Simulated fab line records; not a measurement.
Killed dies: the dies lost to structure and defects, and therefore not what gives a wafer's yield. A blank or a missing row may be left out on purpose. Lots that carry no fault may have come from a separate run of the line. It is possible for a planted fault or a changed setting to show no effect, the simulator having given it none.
fab line records -- flow nandHarc
record: lots: 14, wafers: 42, lastDay: 33
route steps=1302 shown P_M2@339 P_BONDPAD@351
lots with no fault: from the same line, run without faults
startH: hours from the record's first day to the start of the lot's first wafer shown -- waitH: hours since the lot's step before -- " the same as in the row above -- L1.1+2: a row that stands for several wafers -- - either no value or no given start -- * or withheld: withheld -- < > ~ a bound
route shown NAME@n: names a module that has steps shown in the file, with the first one's number in the route -- usual: mean and standard deviation over wafers with no fault -- same: alike in all rows -- chamber/n: place in a boat -- sites: each site's reading -- _std_site: standard deviation of those values -- _edge_site: mean of outer sites minus mean of inner sites -- radiusMm: how far each site lies from the wafer's centre -- mask NAME#n: copy n -- behind: tool/chamber where the wafer was last shaped -- hold: what put the lot on hold/how long, in hours/how the hold closed -- device: which transistor (n, p or np) failed to switch -- end of line: the route-end tests of the same wafers -- where a step has no rows: the recipe by itself -- killed: count of dies lost to structure and defects at first sort (not the wafer's yield) -- map: a wafer's dies, x killed, . not, _ none there
set.NAME: the run value of the setting; set.NAME@STEP: its run value at that earlier step -- model.NAME: the simulator's own value behind a step, which no gauge read
the route's steps for a sample of lots (tables are steps, rows are wafers)
services: from which hour (startH, from the record's first day; less than 0 if before it) a tool's chamber was out of use, for how many hours, and why
== steps ==
step: NHARC_P_M2_PRE_CLEAN_30
recipe: timeS: 30, tempC: 280, gas: H2/He
usual: heaterPowerW: 395/39
lot.wafer,tool,chamber,startH,waitH,heaterPowerW
L509.2,pvdSputter-01,-,-,-,365
L509.1,pvdSputter-01,-,-,-,319
L509.5,pvdSputter-01,-,-,-,360
L511.2,pvdSputter-01,-,-,-,430
L511.4,pvdSputter-01,-,-,-,311
L511.3,pvdSputter-01,-,-,-,457
L512.1,pvdSputter-01,-,-,-,368
L512.2,pvdSputter-01,-,-,-,464
L512.3,pvdSputter-01,-,-,-,431
L513.1,pvdSputter-03,-,-,-,392
L513.2,pvdSputter-03,-,-,-,362
L513.6,pvdSputter-03,-,-,-,404
L515.4,pvdSputter-03,-,-,-,390
L515.2,pvdSputter-03,-,-,-,368
L515.1,pvdSputter-03,-,-,-,390
L517.4,pvdSputter-01,-,-,-,308
L517.2,pvdSputter-01,-,-,-,445
L517.5,pvdSputter-01,-,-,-,321
L519.1,pvdSputter-03,-,-,-,397
L519.4,pvdSputter-03,-,-,-,399
L519.6,pvdSputter-03,-,-,-,398
L522.2,pvdSputter-02,-,-,-,412
L522.6,pvdSputter-02,-,-,-,413
L522.5,pvdSputter-02,-,-,-,364
L525.2,pvdSputter-03,-,-,-,386
L525.6,pvdSputter-03,-,-,-,386
L525.5,pvdSputter-03,-,-,-,439
L526.2,pvdSputter-02,-,-,-,354
L526.1,pvdSputter-02,-,-,-,446
L526.3,pvdSputter-02,-,-,-,405
L529.1,pvdSputter-01,-,-,-,421
L529.3,pvdSputter-01,-,-,-,305
L529.6,pvdSputter-01,-,-,-,411
L530.4,pvdSputter-02,-,-,-,369
L530.3,pvdSputter-02,-,-,-,456
L530.5,pvdSputter-02,-,-,-,372
L531.4,pvdSputter-03,-,-,-,395
L531.1,pvdSputter-03,-,-,-,441
L531.6,pvdSputter-03,-,-,-,387
L532.4,pvdSputter-02,-,-,-,362
L532.3,pvdSputter-02,-,-,-,454
L532.6,pvdSputter-02,-,-,-,357
step: NHARC_P_M2_PVD_20
recipe: targetThkA: 50, biasV: 168.6, powerW: 15000, chamberPressurePa: 0.12, timeS: 8.06, substrateTempC: 50, material: TaN
usual: throttleValvePct: 29.9/1.2
lot.wafer,tool,chamber,startH,waitH,throttleValvePct
L509.1,pvdSputter-01,-,-,-,30.9
L509.2,pvdSputter-01,-,-,-,28.9
L509.5,pvdSputter-01,-,-,-,29.3
L511.3,pvdSputter-01,-,-,-,31.0
L511.4,pvdSputter-01,-,-,-,29.6
L511.2,pvdSputter-01,-,-,-,27.9
L512.1,pvdSputter-01,-,-,-,28.6
L512.2,pvdSputter-01,-,-,-,31.0
L512.3,pvdSputter-01,-,-,-,27.9
L513.2,pvdSputter-03,-,-,-,29.9
L513.1,pvdSputter-03,-,-,-,28.3
L513.6,pvdSputter-03,-,-,-,28.3
L515.2,pvdSputter-03,-,-,-,31.9
L515.1,pvdSputter-03,-,-,-,31.1
L515.4,pvdSputter-03,-,-,-,29.3
L517.2,pvdSputter-01,-,-,-,27.7
L517.4,pvdSputter-01,-,-,-,28.9
L517.5,pvdSputter-01,-,-,-,29.4
L519.4,pvdSputter-03,-,-,-,31.0
L519.1,pvdSputter-03,-,-,-,31.8
L519.6,pvdSputter-03,-,-,-,31.1
L522.2,pvdSputter-02,-,-,-,29.2
L522.5,pvdSputter-02,-,-,-,28.7
L522.6,pvdSputter-02,-,-,-,28.9
L525.2,pvdSputter-03,-,-,-,29.5
L525.6,pvdSputter-03,-,-,-,28.4
L525.5,pvdSputter-03,-,-,-,31.9
L526.2,pvdSputter-02,-,-,-,29.1
L526.1,pvdSputter-02,-,-,-,30.0
L526.3,pvdSputter-02,-,-,-,31.0
L529.3,pvdSputter-01,-,-,-,29.5
L529.1,pvdSputter-01,-,-,-,27.6
L529.6,pvdSputter-01,-,-,-,29.5
L530.3,pvdSputter-02,-,-,-,30.8
L530.4,pvdSputter-02,-,-,-,29.4
L530.5,pvdSputter-02,-,-,-,31.0
L531.4,pvdSputter-03,-,-,-,30.9
L531.1,pvdSputter-03,-,-,-,29.1
L531.6,pvdSputter-03,-,-,-,31.9
L532.3,pvdSputter-02,-,-,-,31.0
L532.4,pvdSputter-02,-,-,-,29.3
L532.6,pvdSputter-02,-,-,-,30.9
step: NHARC_P_M2_ANNEAL_31
recipe: tempC: 225, timeS: 90
usual: wafer_temp_C_max: 226.1/0.36
lot.wafer,tool,chamber,startH,waitH,wafer_temp_C_max
L509.1,rtpAnneal-02,0,136.37,-,226.6
L509.2,rtpAnneal-02,0,136.37,-,226.1
L509.5,rtpAnneal-02,0,136.37,-,226.6
L511.2,rtpAnneal-01,0,152.28,0.4,226.2
L511.3,rtpAnneal-01,0,152.28,0.4,225.9
L511.4,rtpAnneal-01,0,152.28,0.4,226.3
L512.1,rtpAnneal-01,0,162.21,0.4,225.6
L512.2,rtpAnneal-01,0,162.21,0.4,225.7
L512.3,rtpAnneal-01,0,162.21,0.4,225.6
L513.1,rtpAnneal-01,0,168.98,0.3,226.3
L513.2,rtpAnneal-01,0,168.98,0.3,225.9
L513.6,rtpAnneal-01,0,168.98,0.3,226.0
L515.1,rtpAnneal-02,0,203.17,0.3,226.4
L515.2,rtpAnneal-02,0,203.17,0.3,226.3
L515.4,rtpAnneal-02,0,203.17,0.3,226.6
L517.2,rtpAnneal-02,0,212.42,-,226.1
L517.4,rtpAnneal-02,0,212.42,-,226.8
L517.5,rtpAnneal-02,0,212.42,-,226.4
L519.1,rtpAnneal-01,0,228.09,0.3,225.7
L519.4,rtpAnneal-01,0,228.09,0.3,226.0
L519.6,rtpAnneal-01,0,228.09,0.3,226.3
L522.2,rtpAnneal-01,0,256.65,0.4,226.0
L522.5,rtpAnneal-01,0,256.65,0.4,226.0
L522.6,rtpAnneal-01,0,256.65,0.4,225.5
L525.2,rtpAnneal-01,0,296.41,-,225.6
L525.5,rtpAnneal-01,0,296.41,-,226.0
L525.6,rtpAnneal-01,0,296.41,-,225.8
L526.1,rtpAnneal-02,0,301.21,-,226.1
L526.2,rtpAnneal-02,0,301.21,-,226.2
L526.3,rtpAnneal-02,0,301.21,-,225.9
L529.1,rtpAnneal-02,0,331.92,-,227.4
L529.3,rtpAnneal-02,0,331.92,-,226.7
L529.6,rtpAnneal-02,0,331.92,-,226.6
L530.3,rtpAnneal-01,0,335.97,-,225.8
L530.4,rtpAnneal-01,0,335.97,-,225.6
L530.5,rtpAnneal-01,0,335.97,-,225.7
L531.1,rtpAnneal-02,0,345.78,-,226.2
L531.4,rtpAnneal-02,0,345.78,-,226.4
L531.6,rtpAnneal-02,0,345.78,-,226.5
L532.3,rtpAnneal-02,0,358.55,0.3,226.2
L532.4,rtpAnneal-02,0,358.55,0.3,226.8
L532.6,rtpAnneal-02,0,358.55,0.3,226.3
step: NHARC_P_BONDPAD_DEP_00
recipe: targetThkA: 2500, tempC: 370, targetThkNm: 250, pressureTorr: 3, flowSccm: 200, rfW: 450, material: SiCN
usual: chamberPressureTorr: 3.001/0.0059, heaterPowerOuterW: 326/48, heaterPowerW: 584/88, showerheadVppV: 1312/72
lot.wafer,tool,chamber,startH,waitH,chamberPressureTorr,heaterPowerOuterW,heaterPowerW,showerheadVppV,sinceWetCleanH
L509.2,pecvd-03,2,137.74,-,3.012,352,654,1287,121
L509.1,pecvd-03,0,137.74,-,2.996,311,517,1238,121
L509.5,pecvd-03,0,137.74,-,2.998,333,548,1210,-
L511.3,pecvd-01,2,153.65,-,2.998,254,447,1276,11
L511.2,pecvd-01,0,153.65,-,3.002,390,721,1309,11
L511.4,pecvd-01,0,153.65,-,2.999,392,732,1300,-
L512.3,pecvd-03,0,163.57,-,3.005,317,537,1219,147
L512.2,pecvd-03,1,163.57,-,2.992,293,539,1312,147
L512.1,pecvd-03,2,163.57,-,3.008,311,590,1289,147
L513.2,pecvd-01,0,170.41,-,2.991,381,723,1312,27
L513.1,pecvd-01,1,170.41,-,2.998,352,666,1304,28
L513.6,pecvd-01,2,170.41,-,2.999,268,483,1266,-
L515.2,pecvd-03,0,204.60,-,3.004,273,461,1210,7
L515.1,pecvd-03,1,204.60,-,3.000,277,526,1301,7
L515.4,pecvd-03,0,204.60,-,3.002,284,482,1196,-
L517.2,pecvd-03,0,213.79,-,3.007,351,564,1200,16
L517.5,pecvd-03,0,213.79,-,3.007,357,571,1225,-
L517.4,pecvd-03,1,213.79,-,3.004,280,512,1306,-
L519.1,pecvd-04,0,229.58,-,3.004,342,621,1420,129
L519.6,pecvd-04,2,229.58,-,3.011,291,484,1443,-
L519.4,pecvd-04,0,229.58,-,3.011,251,512,1448,-
L522.2,pecvd-03,0,258.07,-,3.010,341,553,1212,60
L522.5,pecvd-03,2,258.07,-,3.007,367,651,1285,-
L522.6,pecvd-03,0,258.07,-,3.003,345,554,1219,-
L525.2,pecvd-01,2,297.83,-,-,-,-,-,-
L525.5,pecvd-01,0,297.83,-,-,-,-,-,-
L525.6,pecvd-01,1,297.83,-,-,-,-,-,-
L526.2,pecvd-03,1,302.59,-,-,-,-,-,-
L526.1,pecvd-03,2,302.59,-,-,-,-,-,-
L526.3,pecvd-03,0,302.59,-,-,-,-,-,-
L529.3,pecvd-03,0,333.43,-,2.999,361,551,1222,135
L529.1,pecvd-03,2,333.43,-,3.001,347,628,1292,136
L529.6,pecvd-03,2,333.43,-,3.004,345,633,1258,-
L530.3,pecvd-04,2,337.24,-,3.011,340,534,1423,55
L530.5,pecvd-04,0,337.24,-,3.005,238,486,1443,-
L530.4,pecvd-04,1,337.24,-,3.001,366,651,1310,-
L531.1,pecvd-01,2,347.24,-,3.005,308,517,1279,23
L531.4,pecvd-01,0,347.24,-,3.004,408,758,1317,-
L531.6,pecvd-01,1,347.24,-,2.996,360,689,1305,-
L532.3,pecvd-01,0,359.95,-,3.001,402,735,1313,36
L532.4,pecvd-01,1,359.95,-,2.992,408,721,1306,-
L532.6,pecvd-01,2,359.95,-,2.993,309,509,1264,-
== services ==
tool,chamber,startH,hours,kind
pecvd-01,2,117.94,19.5,repair
pecvd-04,-,120.00,1.3,repair
pecvd-01,-,130.00,13.0,pm
pecvd-03,1,133.49,18.7,repair
pecvd-03,2,142.12,4.4,repair
pvdSputter-01,-,143.24,6.5,repair
pvdSputter-01,-,173.65,0.8,repair
pvdSputter-03,-,178.32,10.0,pm
pecvd-03,-,185.04,13.0,pm
pecvd-03,0,185.04,13.0,ventCycle
pecvd-03,1,185.04,13.0,ventCycle
pvdSputter-01,-,226.00,10.0,pm
pvdSputter-01,-,241.93,3.8,repair
pecvd-04,-,269.00,13.0,pm
pvdSputter-01,-,270.09,2.1,repair
pecvd-01,-,272.10,1.3,repair
pecvd-03,0,281.05,4.7,repair
pvdSputter-02,-,282.00,10.0,pm
pecvd-04,-,292.01,1.3,repair
pvdSputter-01,-,295.16,14.6,repair
pecvd-01,0,310.74,23.1,repair
pecvd-01,-,311.27,13.0,pm
pecvd-04,-,332.01,2.2,repair
pvdSputter-03,-,356.32,10.0,pm
== key ==
firstSign: step: NHARC_P_BONDPAD_DEP_00, reading: toolRecord, direction: missing
effect none on later readings
metAt NHARC_P_BONDPAD_DEP_00
struckLots L525,L526
laterRowsLeftOut L525.2,L525.5,L525.6,L526.1,L526.2,L526.3
sortLeftOut L525.2,L525.5,L525.6,L526.1,L526.2,L526.3
notActingAt NHARC_P_M2_PRE_CLEAN_30,NHARC_P_M2_PVD_20,NHARC_P_M2_ANNEAL_31
onsetBetween 258.07 297.83
fault: kind: skippedStepWhole, tool: pecvd-01,pecvd-03, chamber: -, onsetH: 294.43, steps: NHARC_P_BONDPAD_DEP_00, scope: struckLotsOnly
sortLeftOut: the simulated sort isn't trusted on such a fault, so these wafers' sort isn't shown, and their yield isn't known
laterRowsLeftOut: the simulator's readings of these wafers behind a module that went badly wrong aren't trusted and aren't shown, but for the sort
